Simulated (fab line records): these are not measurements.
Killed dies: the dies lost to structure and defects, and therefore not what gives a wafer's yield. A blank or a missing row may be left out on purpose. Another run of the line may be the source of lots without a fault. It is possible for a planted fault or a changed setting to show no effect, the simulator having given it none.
Matching of chambers -- flow n5Finfet -- N5_BEOL_M4_ETCH_64 on rieDiel-02: 4 sister chambers
The step etches SOC in N2/H2, target depth 75 nm, overetch 22.5 nm, time 121.9 s. 4 wafers are shown with their chamber, then 8 later ones without.

== WAFERS PAIRED WITH THEIR CHAMBERS ==
wafer,chamber,showerheadPlenumPTorr (Torr)
L081.5,2,2.41
L084.6,3,2.62
L086.5,0,2.51
L089.1,1,2.43

== WAFERS WITH NO CHAMBER GIVEN ==
wafer,showerheadPlenumPTorr (Torr)
L089.3,2.50
L089.4,2.43
L088.1,2.43
L088.2,2.50
L088.5,2.50
L096.1,2.71
L096.3,2.50
L096.5,2.50

== CHAMBER TAKEN BY EACH ==
wafer,from the rows above,in truth
L089.3,can't be placed: 0 or 1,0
L089.4,can't be placed: 1 or 2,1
L088.1,can't be placed: 1 or 2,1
L088.2,can't be placed: 0 or 1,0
L088.5,can't be placed: 0 or 1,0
L096.1,3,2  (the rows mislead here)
L096.3,can't be placed: 0 or 1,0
L096.5,can't be placed: 0 or 1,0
Placed correctly: 0 of 8. Unplaceable from these rows: 7, with the true chamber sitting among the candidates in 7. Placed wrongly: 1.
How it was worked out, from the rows above alone: a wafer's distance from a chamber is the root of the sum, over the readings, of the square of ((its reading less the chamber's mean) divided by the reading's scatter). The wafer belongs to the nearest chamber; if the next one is less than 2 further off, it can't be placed. Each chamber's mean is taken over the wafers shown for it. The scatter: with one shown wafer a chamber, the root of the mean of the squares of how far each hidden wafer lies from its nearest shown one.
